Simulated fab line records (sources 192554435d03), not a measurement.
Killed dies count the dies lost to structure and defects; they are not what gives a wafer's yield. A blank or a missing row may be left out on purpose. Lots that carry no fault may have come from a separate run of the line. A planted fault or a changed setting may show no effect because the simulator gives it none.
Comparing a struck lot with a sound one ; flow n5-finfet ; 37 out of 1938 route steps
Sound: the wafers L465.2, L465.5, L465.6. Wafers struck: L476.1, L476.3, L476.6. At the end, the cause is stated.
Order at every step that has rows: each side's tool, ch and its chambers, its first start. Under that, the readings that differ: sound wafers ; struck wafers ; difference of the means ; sigmas: that difference in standard deviations of wafers without a fault.
alike: readings whose means differ by less than 2 such deviations, and words and numbers that are the same on both sides. not compared: withheld readings, readings that some wafer has no value for, bounds like >300 that may hide the same value, and numbers for which the record gives no deviation and whose values overlap.
The two part at a step that has a row with sigmas, a row that says differs or no value, or rows on one side only. Numbers that don't overlap but have no deviation are shown without sigmas and don't part them. A reading that every wafer of one side lacks parts them only if that side has two wafers or more.

first, 9 steps without rows for these wafers: N5_FIN_SAQP_EXPOSE_13 (exposes mask FIN CORE, target cd 35.6 nm); N5_FIN_SAQP_PEB_14 (peb time 60 s); N5_FIN_SAQP_DEVELOP_15 (develop time 30 s); N5_FIN_SAQP_DESCUM_21 (chemistry O2, time 7.9 s); N5_FIN_SAQP_ETCH_51 (etches SiARC in CF4, target depth 45.5 nm, time 75.8 s); N5_FIN_SAQP_ETCH_52 (etches SOC in N2/H2, target depth 100 nm, overetch 20 nm, time 150 s); N5_FIN_SAQP_STRIP_53 (strips in N2/H2); N5_FIN_SAQP_HM_OPEN_73 (chemistry CHF3/O2, target SiO2, stops on a-Si, target depth 12 nm, time 16.8 s); N5_FIN_SAQP_STRIP_74 (strips in CHF3/O2).
N5_FIN_SAQP_MANDREL_ETCH_22: etches a-Si in HBr/Cl2, stops on SiNx, target depth 60 nm, bt time 10 s, time 30 s.
  sound on rie-si-03 ch 2,3, day 3 00:55; struck on rie-si-03 ch 0,1, day 5 15:48
  alike: bias-w, drypump-motor-current-A, oes-product-au, throttle-valve-pct
  not compared: rf-hours-counter-h
then, 25 steps without rows for these wafers: N5_FIN_SAQP_STRIP_55 (strips in N2/H2); N5_FIN_SAQP_STRIP_23 (strips in SPM, time 750 s); N5_FIN_SAQP_SRD_66 (time 30 s); N5_FIN_SAQP_RECESS_75 (chemistry HF/NH3, target SiO2, target depth 14.4 nm, afs cycles 3, sublimation time 60 s); N5_FIN_SAQP_SPACER1_ALD_24 (deposits SiO2, target thk 20.3 nm, pulse time 1 s, purge time 2 s); N5_FIN_SAQP_SPACER1_ETCHBACK_25 (etches SiO2 in CHF3/O2, target depth 24.4 nm, time 12.2 s); N5_FIN_SAQP_MANDREL1_REMOVE_56 (chemistry HBr/Cl2/O2, target a-Si, stops on SiNx, bt time 10 s); N5_FIN_SAQP_ETCH_57 (etches SiNx in CH3F/O2, target depth 32.5 nm, time 46.4 s); N5_FIN_SAQP_ETCH_65 (etches SiO2 in CF4, target depth 4 nm, time 4.4 s); N5_FIN_SAQP_MANDREL_ETCH_58 (etches a-Si in HBr/Cl2, stops on SiNx, target depth 45 nm, bt time 10 s, time 27 s); N5_FIN_SAQP_RECESS_63 (chemistry HF/NH3, target SiO2, target depth 18 nm, afs cycles 3, sublimation time 60 s); N5_FIN_SAQP_COAT_68 (time 60 s, resist thk 100 nm); N5_FIN_SAQP_ETCH_69 (etches SOC in N2/H2, stops on SiNx, target depth 150 nm); N5_FIN_SAQP_ETCH_67 (etches SiNx in CH3F/O2, target depth 30 nm); N5_FIN_SAQP_STRIP_70 (strips in N2/H2); N5_FIN_SAQP_RECESS_71 (chemistry HF/NH3, target SiO2, target depth 3 nm, afs cycles 1, sublimation time 60 s); N5_FIN_SAQP_SPACER2_ALD_28 (deposits SiO2, target thk 8.1 nm, pulse time 1 s, purge time 2 s); N5_FIN_SAQP_SPACER2_ETCHBACK_29 (etches SiO2 in CHF3/O2, target depth 12.2 nm, time 6.1 s); N5_FIN_SAQP_MANDREL2_REMOVE_60 (chemistry HBr/Cl2/O2, target a-Si, stops on SiNx, bt time 10 s); N5_FIN_SAQP_HM_OPEN_33 (chemistry CH3F/O2, target SiNx, target depth 49.4 nm, time 70.6 s); N5_FIN_SAQP_ETCH_34 (etches SiO2 in C4F6/O2, target depth 45 nm, time 15 s); N5_FIN_SAQP_STRIP_77 (strips in N2/H2, time 90 s); N5_FIN_SAQP_ETCH_64 (etches SiO2 in CF4, target depth 1.5 nm); N5_FIN_SAQP_FIN_ETCH_36 (etches the open film in HBr/Cl2/O2, target depth 120 nm, time 50.4 s); N5_FIN_SAQP_PRECLEAN_38 (cleans in O3/DIW, time 45 s).
N5_FIN_SAQP_INSPECT_40: inspects for defects (brightfield).
  sound on defect-inspect-01 at day 3 04:50; struck on defect-inspect-01 at day 5 20:35
reading;sound;struck;difference;sigmas
raw-defect-count;212 380 246;1429 1677 1671;+1313;+23
N5_FIN_CUT_INSPECT_10: inspects for defects (brightfield).
  sound on defect-inspect-01 at day 3 05:14; struck on defect-inspect-02 at day 5 20:59
reading;sound;struck;difference;sigmas
raw-defect-count;31 59 28;1294 1378 1372;+1309;+99 or more

== WHERE THEY PART ==
At N5_FIN_SAQP_INSPECT_40 first; at N5_FIN_CUT_INSPECT_10 last (within this record only).

WHY: whatever the simulator had introduced
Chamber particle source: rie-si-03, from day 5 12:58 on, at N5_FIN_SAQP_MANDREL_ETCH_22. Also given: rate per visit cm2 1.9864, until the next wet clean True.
